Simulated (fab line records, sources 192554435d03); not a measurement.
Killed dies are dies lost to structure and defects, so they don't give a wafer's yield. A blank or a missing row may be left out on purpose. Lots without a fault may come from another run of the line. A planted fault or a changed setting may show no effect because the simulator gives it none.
Chamber matching | flow n5_finfet | N5_BEOL_M3_ALD_84 on ald_metal-02: 4 sister chambers
The step deposits TaN, pulse time 2 s, purge time 3 s, co reactant purge time 2 s. 7 wafers are shown with their chamber, then 7 later ones without.

WAFERS WITH THEIR CHAMBER
wafer  | chamber | heater_power_w (W)
L361.1 | 2       | 447
L364.2 | 3       | 406
L365.1 | 0       | 431
L365.3 | 1       | 395
L365.6 | 3       | 410
L369.1 | 0       | 443
L369.4 | 1       | 400

WAFERS WITHOUT THEIR CHAMBER
wafer  | heater_power_w (W)
L369.5 | 455
L368.2 | 436
L368.3 | 391
L368.4 | 436
L370.3 | 400
L370.5 | 444
L370.6 | 413

WHICH CHAMBER EACH WENT THROUGH
wafer  | from the rows above     | in truth
L369.5 | can't be placed: 2 or 0 | 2
L368.2 | can't be placed: 0 or 2 | 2
L368.3 | can't be placed: 1 or 3 | 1
L368.4 | can't be placed: 0 or 2 | 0
L370.3 | can't be placed: 1 or 3 | 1
L370.5 | can't be placed: 2 or 0 | 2
L370.6 | can't be placed: 3 or 1 | 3
Placed correctly: 0 of 7. Can't be placed from these rows: 7 (the true chamber is among the candidates in 7). Placed wrongly: 0.
How it was worked out, from the rows above alone: a wafer's distance from a chamber is the root of the sum, over the readings, of the square of ((its reading less the chamber's mean) divided by the reading's scatter). The wafer belongs to the nearest chamber; if the next one is less than 2 further off, it can't be placed. A chamber's mean is the mean of its shown wafers. The scatter: the root of (the sum of the squares of (reading less its chamber's mean) over the shown wafers, divided by (wafers less chambers)).
